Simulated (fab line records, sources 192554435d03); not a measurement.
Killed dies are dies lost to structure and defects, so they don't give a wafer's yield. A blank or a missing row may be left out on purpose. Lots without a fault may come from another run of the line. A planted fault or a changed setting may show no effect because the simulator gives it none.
fab line records | flow n5_finfet | part 1 of 2: steps 1 to 20 of 28
record lots=5 wafers=15 last_day=18
route steps=1938 shown FIN_CUT@178 STI_FIN_REVEAL@183
lots that met no fault: from a run of the same line without faults
start_h: hours from the record's first day to the start of the lot's first wafer shown | wait_h: hours since the lot's step before | " the same as in the row above | L1.1+2: a row that stands for several wafers | - no value, or no start given | * or withheld: withheld | < > ~ a bound
route shown NAME@n: a module of which the file shows steps, and the number in the route of the first | usual: mean/standard deviation of fault-free wafers | same: alike in all rows | chamber/n: place in a boat | sites: the reading at each site | _std_site: their standard deviation | _edge_site: outer sites' mean less inner sites' | radius_mm: how far each site lies from the wafer's centre | mask NAME#n: copy n | behind: the tool/chamber that last shaped the wafer | hold: why the lot was held/for how many hours/how that ended | device: the transistor (n, p or np) that didn't switch | end of line: the same wafers' tests at the end of the route | a step without rows: its recipe alone | killed: dies lost to structure and defects at the first sort, not the wafer's yield | map: a wafer's dies, x killed, . not, _ none there
set.NAME: the setting as run; set.NAME@STEP: as run at that earlier step | model.NAME: the simulator's own value behind a step, which no gauge read
lots at some steps of the route; a table a step, a row a wafer
services: from which hour (start_h, from the record's first day; less than 0 if before it) a tool's chamber was out of use, for how many hours, and why
## steps
# step N5_FIN_CUT_STRIP_22
# recipe chemistry=N2/H2 power_w=500 temp_c=40 pressure_mtorr=50 rf_frequency_hz=6e+07 overash_fraction=0.3 bias_power_w=8 h2_frac=0.5 n2_flow_sccm=300 h2_flow_sccm=300
# usual bias_power_w=8.000/0.023 drypump_motor_current_A=5.53/0.3 oes_product_au=0.80/0.075 rf_vpp_V=54.0/2.3 showerhead_plenum_p_Torr=3.36/0.12 throttle_valve_pct=18.9/0.33
# columns lot.wafer tool chamber start_h wait_h bias_power_w drypump_motor_current_A oes_product_au rf_hours_counter_h rf_vpp_V showerhead_plenum_p_Torr throttle_valve_pct
L078.1 rie_diel-06 1 51.95 0.0 7.969 6.00 0.67 243 53.6 3.44 19.3
L078.3 " 3 " " 7.992 5.09 0.74 171 53.7 3.22 19.1
L078.4 " 0 " " 8.007 5.49 0.96 11 54.6 3.43 18.5
L080.3 rie_diel-03 2 64.19 0.1 8.028 5.34 0.76 135 54.4 3.37 19.4
L080.4 " 0 " " 8.003 5.57 0.74 171 56.9 3.34 18.3
L080.5 " 1 " " 7.998 5.23 0.81 - 47.7 3.11 18.3
L086.2 rie_diel-03 1 106.01 0.0 7.975 5.22 0.80 113 51.9 3.11 18.4
L086.3 " 0 " " 8.021 5.61 0.73 183 51.9 3.33 18.4
L086.6 " 1 " " 7.999 5.20 0.79 - 52.0 3.11 18.3
L089.3 rie_diel-01 0 119.59 0.0 7.974 5.10 0.85 58 53.4 3.40 18.8
L089.4 " 3 " " 7.983 5.66 0.76 112 53.0 3.26 19.0
L089.6 " 3 " " 8.001 5.64 0.79 - 53.1 3.26 19.1
L096.4 rie_diel-06 3 159.16 0.0 8.014 5.06 0.72 207 52.7 3.20 19.2
L096.5 " 2 " " 7.965 6.05 0.81 - 51.9 3.53 19.4
L096.6 " 3 " " 7.951 5.07 0.71 - 60.9 3.20 19.2
# step N5_FIN_CUT_PRECLEAN_36
# recipe chemistry=O3/DIW time_s=60 temp_c=22 o3_ppm=10
# usual bath_heat_duty_pct=2.4/0.43
# same time_s=60
# columns lot.wafer tool chamber start_h wait_h bath_heat_duty_pct
L078.1 wet_bench-02 3 52.02 - 2.6
L078.3 " 6 " " 2.6
L078.4 " 4 " " 3.3
L080.3 wet_bench-04 6 64.26 - 2.4
L080.4 " 4 " " 2.1
L080.5 " 2 " " 1.9
L086.2 wet_bench-02 6 106.07 - 2.5
L086.3 " 4 " " 2.8
L086.6 " 7 " " 2.2
L089.3 wet_bench-04 7 119.65 - 2.1
L089.4 " 1 " " 2.1
L089.6 " 6 " " 3.7
L096.4 wet_bench-02 0 159.23 - 2.5
L096.5 " 6 " " 3.2
L096.6 " 7 " " 2.0
# step N5_FIN_CUT_SRD_32
# recipe dry=ipa_marangoni time_s=30 temp_c=23 rinse_liquid=diw
# usual bath_heat_duty_pct=3.7/0.62
# same time_s=30
# columns lot.wafer tool chamber start_h wait_h bath_heat_duty_pct
L078.1 wet_bench-02 3 52.04 0.0 3.5
L078.3 " 6 " " 3.8
L078.4 " 4 " " 4.5
L080.3 wet_bench-04 6 64.28 0.0 4.4
L080.4 " 4 " " 3.4
L080.5 " 2 " " 2.7
L086.2 wet_bench-02 6 106.09 0.0 3.6
L086.3 " 4 " " 3.8
L086.6 " 7 " " 3.6
L089.3 wet_bench-04 7 119.68 0.0 3.6
L089.4 " 1 " " 2.8
L089.6 " 6 " " 4.8
L096.4 wet_bench-02 0 159.25 0.0 3.0
L096.5 " 6 " " 4.3
L096.6 " 7 " " 2.8
# step N5_FIN_CUT_UV_OZONE_34
# recipe time_s=120 pressure_torr=760 temp_c=25
# usual pressure_torr=760.5/1.6
# same time_s=120
# columns lot.wafer tool chamber start_h wait_h pressure_torr
L078.1 wet_bench-02 3 52.06 0.0 760.6
L078.3 " 6 " " 760.5
L078.4 " 4 " " 760.1
L080.3 wet_bench-04 6 64.30 0.0 758.5
L080.4 " 4 " " 762.5
L080.5 " 2 " " 758.6
L086.2 wet_bench-02 6 106.11 0.0 762.7
L086.3 " 4 " " 756.4
L086.6 " 7 " " 759.3
L089.3 wet_bench-04 7 119.69 0.0 759.8
L089.4 " 1 " " 760.9
L089.6 " 6 " " 758.2
L096.4 wet_bench-02 0 159.26 0.0 762.6
L096.5 " 6 " " 761.5
L096.6 " 7 " " 760.3
# step N5_FIN_CUT_INSPECT_17
# recipe inspect_instrument=brightfield mode=aei
# usual raw_defect_count=225/69
# columns lot.wafer tool chamber start_h wait_h raw_defect_count
L078.1 defect_inspect-02 - 52.11 0.0 184
L078.3 " - " " 183
L078.4 " - " " 229
L080.3 defect_inspect-01 - 64.36 0.0 203
L080.4 " - " " 118
L080.5 " - " " 225
L086.2 defect_inspect-01 - 106.17 0.0 211
L086.3 " - " " 253
L086.6 " - " " 186
L089.3 defect_inspect-02 - 119.75 0.0 193
L089.4 " - " " 194
L089.6 " - " " 273
L096.4 defect_inspect-02 - 159.33 0.0 282
L096.5 " - " " 315
L096.6 " - " " 326
# step N5_STI_FIN_REVEAL_ALD_00
# recipe material=SiO2 target_thk_a=10 temp_c=300 ald_precursor_family=BDEAS ald_co_reactant=O2-plasma pulse_time_s=1 pressure_torr=2
# usual heater_power_w=495/48 precursor_pulse_height_rel=0.995/0.021
# columns lot.wafer tool chamber start_h wait_h heater_power_w precursor_pulse_height_rel
L078.1 ald_sin-04 0 52.60 0.5 482 0.983
L078.3 " 3 " " 524 0.943
L078.4 " 1 " " 512 0.966
L080.3 ald_sin-01 3 64.40 0.0 443 1.033
L080.4 " 2 " " 455 1.020
L080.5 " 0 " " 419 1.023
L086.2 ald_sin-02 2 106.20 0.0 547 0.982
L086.3 " 1 " " 487 1.034
L086.6 " 3 " " 542 0.962
L089.3 ald_sin-01 2 119.86 0.1 454 0.992
L089.4 " 1 " " 510 0.990
L089.6 " 3 " " 433 0.982
L096.4 ald_sin-02 1 159.59 0.3 484 0.976
L096.5 " 2 " " 549 0.972
L096.6 " 1 " " 489 1.002
# step N5_STI_FIN_REVEAL_ALD_14
# recipe material=Si3N4 target_thk_a=30 temp_c=400 ald_precursor_family=SiH2I2 ald_co_reactant=N2/H2-plasma pressure_torr=2
# usual heater_power_w=884/82
# columns lot.wafer tool chamber start_h wait_h heater_power_w
L078.1 ald_sin-04 0 52.65 0.0 856
L078.3 " 3 " " 924
L078.4 " 1 " " 893
L080.3 ald_sin-01 3 64.45 0.0 748
L080.4 " 2 " " 795
L080.5 " 0 " " 756
L086.2 ald_sin-02 2 106.25 0.0 965
L086.3 " 1 " " 880
L086.6 " 3 " " 982
L089.3 ald_sin-01 2 119.91 0.0 817
L089.4 " 1 " " 899
L089.6 " 3 " " 790
L096.4 ald_sin-02 1 159.64 0.0 882
L096.5 " 2 " " 970
L096.6 " 1 " " 879
# step N5_STI_FIN_REVEAL_FCVD_FILL_01
# recipe material=SiO2_flowable target_thk_a=3120 temp_c=100 pressure_torr=0.8 rf_w=2000 time_s=512.2
# same time_s=512.2
# columns lot.wafer tool chamber start_h wait_h
L078.1+3+4 fcvd-02 0,1,0 52.89 0.1
L080.3+4+5 fcvd-01 1,0,0 64.89 0.3
L086.2+3+6 fcvd-02 1,0,1 106.49 0.1
L089.3+4+6 fcvd-01 0,1,0 120.35 0.3
L096.4+5+6 fcvd-01 0,0,1 160.07 0.3
# step N5_STI_FIN_REVEAL_DENSIFY_02
# recipe temp_c=650 ambient=steam time_s=1800 idle_temp_c=400 densification_p_h2o_torr=640
# same time_s=1800
# columns lot.wafer tool chamber start_h wait_h
L078.1+3+4 furnace-03 0 53.52 0.4
L080.3+4+5 furnace-03 0 65.32 0.2
L086.2+3+6 furnace-02 0 107.44 0.7
L089.3+4+6 furnace-01 0 120.78 0.2
L096.4+5+6 furnace-03 0 160.51 0.2
# step N5_STI_FIN_REVEAL_CMP_04
# recipe stop_on=Si3N4 t_overpolish_s=4 down_force_psi=2 platen_rpm=54.18 post_cmp_clean=alkaline_brush pad_velocity_m_s=1.078 target_thk_nm=131.83
# usual motor_current_A=8.3/0.49 overpolish_run_s=3.999/0.009 retaining_ring_pressure_frac=1.000/0.0048 time_to_endpoint_s=106/4.2
# columns lot.wafer tool chamber start_h wait_h motor_current_A overpolish_run_s retaining_ring_pressure_frac time_to_endpoint_s
L078.4 cmp-03 0 57.69 0.0 8.8 3.989 1.001 104
L078.3 " 1 " " 7.9 4.007 0.998 103
L078.1 " 2 " " 8.7 3.986 0.999 107
L080.3 cmp-03 1 69.58 0.1 8.4 4.009 1.000 104
L080.4 " 2 " " 8.2 3.997 0.995 104
L080.5 " 3 " " 8.2 3.998 1.002 104
L086.3 cmp-04 1 111.64 0.1 8.2 3.996 1.002 106
L086.2 " 2 " " 9.3 3.994 0.993 104
L086.6 " 0 " " 7.7 4.007 1.001 104
L089.4 cmp-02 2 124.95 0.0 8.5 3.998 0.995 104
L089.3 " 1 " " 7.5 3.995 1.002 100
L089.6 " 3 " " 7.7 3.982 0.989 105
L096.4 cmp-03 1 164.71 0.1 8.4 3.999 0.995 98
L096.5 " 0 " " 8.8 4.017 0.999 102
L096.6 " 1 " " 8.4 4.000 0.995 96
# step N5_STI_FIN_REVEAL_THK_MEAS_05
# usual thk_nm=131.8/0.92
# columns lot.wafer tool chamber start_h wait_h thk_nm
L078.1 film_metro-01 - 57.98 - 130.8
L078.3 " - " " 131.3
L078.4 " - " " 131.1
L080.3 film_metro-02 - 69.80 - 132.5
L080.4 " - " " 133.5
L080.5 " - " " 131.3
L086.2 film_metro-01 - 111.90 - 133.4
L086.3 " - " " 132.6
L086.6 " - " " 134.2
L089.3 film_metro-01 - 125.25 - 131.3
L089.4 " - " " 131.5
L089.6 " - " " 132.4
L096.4 film_metro-01 - 164.98 - 131.6
L096.5 " - " " 131.3
L096.6 " - " " 131.3
# step N5_STI_FIN_REVEAL_DENSIFY_30
# recipe temp_c=* time_s=* ambient=N2 idle_temp_c=600 ramp_up_c_per_s=150 ramp_down_c_per_s=60 cool_to_c=600
# usual lamp_power_pct=11.52/0.057 lamp_zone_3_pct=11.529/0.02 wafer_temp_C_max=*
# same time_s=*
# columns lot.wafer tool chamber start_h wait_h lamp_power_pct lamp_zone_3_pct wafer_temp_C_max
L078.1 rtp_anneal-02 0 58.01 0.0 11.48 11.520 *
L078.3 " 0 " " 11.47 11.527 *
L078.4 " 0 " " 11.47 11.533 *
L080.3 rtp_anneal-01 0 69.88 0.1 11.46 11.554 *
L080.4 " 0 " " 11.41 11.503 *
L080.5 " 0 " " 11.54 11.517 *
L086.2 rtp_anneal-02 0 112.07 0.2 11.56 11.500 *
L086.3 " 0 " " 11.53 11.507 *
L086.6 " 0 " " 11.59 11.544 *
L089.3 rtp_anneal-02 0 125.33 0.1 11.53 11.523 *
L089.4 " 0 " " 11.56 11.503 *
L089.6 " 0 " " 11.60 11.537 *
L096.4 rtp_anneal-02 0 165.09 0.1 11.60 11.549 *
L096.5 " 0 " " 11.47 11.490 *
L096.6 " 0 " " 11.56 11.546 *
# step N5_STI_FIN_REVEAL_ETCHBACK_08
# recipe chemistry=C4F6/O2 target=SiO2 target_depth_a=305 time_s=10.167 ion_energy_ev=250 pressure_mtorr=30 source_w=345 bias_w=185 Ar_flow_sccm=300 C4F6_flow_sccm=10 O2_flow_sccm=10
# usual drypump_motor_current_A=5.9/0.36 oes_f_703_au=0.80/0.081 oes_product_au=0.80/0.086 rf_vpp_V=668/4.9 showerhead_plenum_p_Torr=2.87/0.13 throttle_valve_pct=21.09/0.19
# same time_s=10.167
# columns lot.wafer tool chamber start_h wait_h drypump_motor_current_A oes_f_703_au oes_product_au rf_hours_counter_h rf_vpp_V showerhead_plenum_p_Torr throttle_valve_pct
L078.1 rie_diel-04 2 58.25 0.2 6.1 0.94 0.95 10 667 2.80 21.26
L078.3 " 1 " " 6.1 0.76 0.75 166 657 2.72 20.94
L078.4 " 0 " " 6.4 1.00 1.00 2 667 3.03 20.84
L080.3 rie_diel-05 3 70.04 0.1 6.3 0.74 0.73 201 663 2.94 21.28
L080.4 " 2 " " 5.8 0.69 0.68 238 663 2.71 21.43
L080.5 " 1 " " 5.4 0.78 0.78 - 664 2.65 21.27
L086.2 rie_diel-05 0 112.25 0.2 5.6 0.78 0.78 141 674 2.96 20.92
L086.3 " 3 " " 6.3 0.72 0.72 215 664 2.93 21.31
L086.6 " 1 " " 5.4 0.76 0.78 - 666 2.65 21.32
L089.3 rie_diel-02 1 125.68 0.3 5.5 0.82 0.85 64 674 3.01 21.13
L089.4 " 3 " " 5.9 0.75 0.74 169 666 2.94 20.87
L089.6 " 2 " " 6.4 0.69 0.69 - 672 2.80 21.25
L096.4 rie_diel-05 2 165.31 0.2 5.8 0.93 0.93 8 673 3.04 21.07
L096.5 " 0 " " 5.6 0.77 0.75 - 672 2.95 20.94
L096.6 " 3 " " 6.3 0.72 0.70 - 664 2.92 21.35
# step N5_STI_FIN_REVEAL_STRIP_24
# recipe chemistry=N2/H2 time_s=90 power_w=100 temp_c=40 pressure_mtorr=100 rf_frequency_hz=6e+07 bias_power_w=3 n2_flow_sccm=300 h2_flow_sccm=300
# usual bias_power_w=3.000/0.0083 drypump_motor_current_A=5.9/0.36 oes_product_au=0.80/0.087 rf_vpp_V=45.4/0.88 showerhead_plenum_p_Torr=3.40/0.15 throttle_valve_pct=12.16/0.22
# same time_s=90
# columns lot.wafer tool chamber start_h wait_h bias_power_w drypump_motor_current_A oes_product_au rf_hours_counter_h rf_vpp_V showerhead_plenum_p_Torr throttle_valve_pct
L078.1 rie_diel-04 2 58.29 0.0 2.996 6.1 0.96 10 45.8 3.32 12.13
L078.3 " 1 " " 3.003 6.1 0.77 166 45.3 3.23 12.10
L078.4 " 0 " " 2.986 6.4 1.01 2 44.8 3.59 11.79
L080.3 rie_diel-05 3 70.07 0.0 2.996 6.3 0.72 201 45.6 3.49 12.46
L080.4 " 2 " " 3.001 5.8 0.68 238 44.4 3.20 12.52
L080.5 " 1 " " 2.992 5.4 0.80 - 46.7 3.14 12.26
L086.2 rie_diel-05 0 112.28 0.0 3.010 5.6 0.77 141 45.8 3.52 12.05
L086.3 " 3 " " 2.990 6.3 0.71 215 46.6 3.48 12.49
L086.6 " 1 " " 2.997 5.4 0.78 - 45.4 3.14 12.29
L089.3 rie_diel-02 1 125.71 0.0 3.008 5.5 0.83 64 45.1 3.56 11.99
L089.4 " 3 " " 2.990 5.9 0.74 169 46.4 3.51 12.17
L089.6 " 2 " " 3.013 6.4 0.67 - 45.7 3.34 12.52
L096.4 rie_diel-05 2 165.34 0.0 2.999 5.8 0.94 8 46.1 3.60 11.92
L096.5 " 0 " " 2.999 5.6 0.75 - 45.7 3.51 12.09
L096.6 " 3 " " 3.008 6.3 0.70 - 46.3 3.47 12.54
# step N5_STI_FIN_REVEAL_PRECLEAN_25
# recipe chemistry=SPM time_s=90 temp_c=120 mix=4:1
# usual bath_heat_duty_pct=12.9/1.7
# same time_s=90
# columns lot.wafer tool chamber start_h wait_h bath_heat_duty_pct
L078.1 wet_bench-01 7 58.41 0.1 12.1
L078.3 " 1 " " 15.6
L078.4 " 4 " " 11.0
L080.3 wet_bench-06 7 70.19 0.1 12.4
L080.4 " 0 " " 12.9
L080.5 " 3 " " 12.3
L086.2 wet_bench-06 5 112.41 0.1 11.0
L086.3 " 3 " " 12.4
L086.6 " 1 " " 10.8
L089.3 wet_bench-05 6 125.84 0.1 11.8
L089.4 " 0 " " 13.2
L089.6 " 1 " " 11.6
L096.4 wet_bench-06 1 165.46 0.1 10.8
L096.5 " 4 " " 17.4
L096.6 " 6 " " 12.7
# step N5_STI_FIN_REVEAL_PRECLEAN_26
# recipe chemistry=SC1 time_s=45 temp_c=46 mix=1:2:100
# usual bath_heat_duty_pct=5.9/0.82
# same time_s=45
# columns lot.wafer tool chamber start_h wait_h bath_heat_duty_pct
L078.1 wet_bench-01 7 58.44 0.0 5.3
L078.3 " 1 " " 7.3
L078.4 " 4 " " 6.5
L080.3 wet_bench-06 7 70.22 0.0 6.5
L080.4 " 0 " " 5.7
L080.5 " 3 " " 6.0
L086.2 wet_bench-06 5 112.43 0.0 5.8
L086.3 " 3 " " 5.5
L086.6 " 1 " " 4.9
L089.3 wet_bench-05 6 125.86 0.0 5.5
L089.4 " 0 " " 5.1
L089.6 " 1 " " 5.5
L096.4 wet_bench-06 1 165.49 0.0 4.6
L096.5 " 4 " " 7.9
L096.6 " 6 " " 5.7
# step N5_STI_FIN_REVEAL_PRECLEAN_29
# recipe chemistry=DHF time_s=30 temp_c=25 dilution=300:1
# usual bath_heat_duty_pct=6.0/0.87
# same time_s=30
# columns lot.wafer tool chamber start_h wait_h bath_heat_duty_pct
L078.1 wet_bench-01 7 58.45 0.0 5.1
L078.3 " 1 " " 7.6
L078.4 " 4 " " 5.9
L080.3 wet_bench-06 7 70.23 0.0 5.6
L080.4 " 0 " " 5.4
L080.5 " 3 " " 5.5
L086.2 wet_bench-06 5 112.45 0.0 5.0
L086.3 " 3 " " 6.3
L086.6 " 1 " " 4.4
L089.3 wet_bench-05 6 125.88 0.0 5.7
L089.4 " 0 " " 5.7
L089.6 " 1 " " 5.9
L096.4 wet_bench-06 1 165.50 0.0 5.7
L096.5 " 4 " " 6.4
L096.6 " 6 " " 4.8
# step N5_STI_FIN_REVEAL_SRD_12
# recipe time_s=30 temp_c=23 rinse_liquid=diw dry=ipa_marangoni
# usual bath_heat_duty_pct=3.5/0.53
# same time_s=30
# columns lot.wafer tool chamber start_h wait_h bath_heat_duty_pct
L078.1 wet_bench-01 7 58.46 0.0 3.5
L078.3 " 1 " " 5.2
L078.4 " 4 " " 2.4
L080.3 wet_bench-06 7 70.24 0.0 3.8
L080.4 " 0 " " 2.8
L080.5 " 3 " " 3.1
L086.2 wet_bench-06 5 112.46 0.0 3.7
L086.3 " 3 " " 2.7
L086.6 " 1 " " 2.8
L089.3 wet_bench-05 6 125.88 0.0 3.0
L089.4 " 0 " " 3.2
L089.6 " 1 " " 3.5
L096.4 wet_bench-06 1 165.51 0.0 2.7
L096.5 " 4 " " 4.4
L096.6 " 6 " " 4.0
# step N5_STI_FIN_REVEAL_RECESS_09
# recipe chemistry=HF/NH3 target=SiO2 afs_cycles=11 target_depth_a=425 temp_c=30 sublimation_temp_c=180 sublimation_time_s=60
# usual drypump_motor_current_A=5.74/0.2 foreline_p_Torr=0.1280/0.00041 sublimation_temp_c=180.00/0.17
# same sublimation_time_s=60
# columns lot.wafer tool chamber start_h wait_h drypump_motor_current_A foreline_p_Torr sublimation_temp_c
L078.1 vapor_etch-01 0 58.50 0.0 5.86 0.1275 179.97
L078.3 " 1 " " 5.54 0.1286 179.73
L078.4 " 0 " " 5.84 0.1277 180.09
L080.3 vapor_etch-01 1 70.82 0.6 5.53 0.1283 180.04
L080.4 " 0 " " 5.84 0.1280 180.22
L080.5 " 1 " " 5.52 0.1272 180.14
L086.2 vapor_etch-02 0 112.50 0.0 6.01 0.1277 180.09
L086.3 " 0 " " 6.04 0.1273 179.94
L086.6 " 1 " " 5.59 0.1282 179.69
L089.3 vapor_etch-01 0 126.46 0.6 5.86 0.1278 180.21
L089.4 " 1 " " 5.53 0.1275 179.74
L089.6 " 0 " " 5.85 0.1278 180.29
L096.4 vapor_etch-02 0 166.09 0.6 6.03 0.1282 180.02
L096.5 " 1 " " 5.60 0.1277 179.92
L096.6 " 0 " " 6.03 0.1279 180.04
# step N5_STI_FIN_REVEAL_STRIP_16
# recipe chemistry=H3PO4 material=SiNx temp_c=165 target_depth_a=238 overetch_fraction=0.4964 dry=ipa_marangoni
# usual bath_heat_duty_pct=26.9/2.9
# columns lot.wafer tool chamber start_h wait_h bath_heat_duty_pct
L078.1 wet_bench-01 4 60.12 1.1 25.1
L078.3 " 5 " " 25.7
L078.4 " 6 " " 26.0
L080.3 wet_bench-01 4 71.90 0.6 22.6
L080.4 " 0 " " 28.5
L080.5 " 6 " " 24.1
L086.2 wet_bench-01 4 114.12 1.1 24.9
L086.3 " 0 " " 28.3
L086.6 " 5 " " 27.3
L089.3 wet_bench-01 6 127.55 0.6 25.1
L089.4 " 2 " " 32.8
L089.6 " 5 " " 27.0
L096.4 wet_bench-06 2 167.17 0.6 25.2
L096.5 " 0 " " 25.1
L096.6 " 5 " " 24.0
